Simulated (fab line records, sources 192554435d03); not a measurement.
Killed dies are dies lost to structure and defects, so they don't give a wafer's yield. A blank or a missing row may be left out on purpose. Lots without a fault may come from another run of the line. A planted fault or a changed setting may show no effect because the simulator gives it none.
One fault seen from 3 desks | flow n5_finfet | each desk has only its own numbers; what lay behind them comes last

THE METROLOGY DESK
What the gauges read, lot by lot, whatever tool the lot ran on: means of the sampled wafers that have a number. A lot is out of limits, marked OUT, if its mean lies more than 4 standard deviations from the usual mean; the brackets give that distance.
Columns: A = cd_nm at N5_BEOL_M14_CD_MEAS_28, usual 284.1 nm; B = M14_OVL at N5_BEOL_M14_OVL_MEAS_29, usual -1 nm; C = trench_depth_nm at N5_BEOL_M14_OCD_MEAS_35, usual 561 nm; D = M14_THK at N5_BEOL_M14_THK_MEAS_50, usual 561 nm
lot  | first seen here | A     | B  | C   | D
L228 | day 12 11:55    | 284.4 | -1 | 547 | 550
L232 | day 13 04:35    | 285.5 | -9 | 547 | 538
L236 | day 14 06:49    | 282.4 | 1  | 568 | 565
L238 | day 15 11:56    | 283.2 | 1  | 556 | 554
L241 | day 16 01:25    | 281.2 | 4  | 544 | 540
L246 | day 17 08:34    | 285.4 | -2 | 546 | 539
L247 | day 17 11:50    | 287.1 | -2 | 571 | 573
This desk's finding: nothing out of limits on any of the 7 lots.

THE TOOL OWNER'S DESK: rie_diel-02
The tool's own readings at N5_BEOL_M14_ETCH_38 (etches SiCN in CF4/N2, target depth 106.5 nm, time 120.6 s): means of the sampled wafers that have a number, for each lot that ran on this tool. A lot is out of limits, marked OUT, if its mean lies more than 4 standard deviations from the usual mean; the brackets give that distance.
Columns: A = chamber_pressure_mTorr at N5_BEOL_M14_ETCH_38, usual 40.00 mTorr; B = drypump_motor_current_A at N5_BEOL_M14_ETCH_38, usual 5.64 A; C = mfc_ar_sccm at N5_BEOL_M14_ETCH_38, usual 99.99 sccm; D = oes_product_au at N5_BEOL_M14_ETCH_38, usual 0.81 a.u.; E = rf_vpp_V at N5_BEOL_M14_ETCH_38, usual 382.2 V; F = showerhead_plenum_p_Torr at N5_BEOL_M14_ETCH_38, usual 2.20 Torr; G = throttle_valve_pct at N5_BEOL_M14_ETCH_38, usual 15.37 %
lot  | first seen here | A     | B    | C      | D               | E     | F    | G
L236 | day 14 11:49    | 40.01 | 5.44 | 100.24 | 0.83            | 382.1 | 2.21 | 15.15
L241 | day 16 02:45    | 40.00 | 5.73 | 99.97  | 0.84            | 380.4 | 2.15 | 15.29
L246 | day 17 09:35    | 40.02 | 5.75 | 100.08 | 1.19 (+5.1) OUT | 381.8 | 2.14 | 15.09
L247 | day 17 13:00    | 39.99 | 5.85 | 100.23 | 1.12 (+4.1) OUT | 381.1 | 2.14 | 15.05
This desk's finding: out of limits on L246, L247; first on L246, day 17 09:35 (oes_product_au at N5_BEOL_M14_ETCH_38). In limits: L236, L241.

THE DEFECT DESK
What the inspections along the route counted, lot by lot: means of the sampled wafers that have a number. A lot is out of limits, marked OUT, if its mean lies more than 4 standard deviations from the usual mean; the brackets give that distance.
Columns: A = raw_defect_count at N5_BEOL_M14_INSPECT_30, usual 2.1
lot  | first seen here | A
L228 | day 12 11:58    | 1.7
L232 | day 13 04:38    | 2.0
L236 | day 14 06:52    | 1.7
L238 | day 15 11:59    | 1.3
L241 | day 16 01:28    | 2.0
L246 | day 17 08:38    | 1.0
L247 | day 17 11:54    | 1.7
This desk's finding: nothing out of limits on any of the 7 lots.

PUT TOGETHER
The tool owner's desk could have raised an alarm at day 17 09:35, on L246, L247.
The metrology desk saw nothing out of limits.
The defect desk saw nothing out of limits.
The metrology desk has L246, L247 on record, within its limits.
The defect desk has L246, L247 on record, within its limits.
Of the lots named, all ran N5_BEOL_M14_ETCH_38 on rie_diel-02.

WHAT THE SIMULATOR HAD PUT IN
Process parameter drift: rie_diel-02, from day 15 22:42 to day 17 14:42, at N5_BEOL_M14_ETCH_38. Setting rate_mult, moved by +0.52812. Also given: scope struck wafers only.
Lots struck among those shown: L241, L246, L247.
Hours from the fault's start to each desk's first reading out of limits: the tool owner's desk, 35.
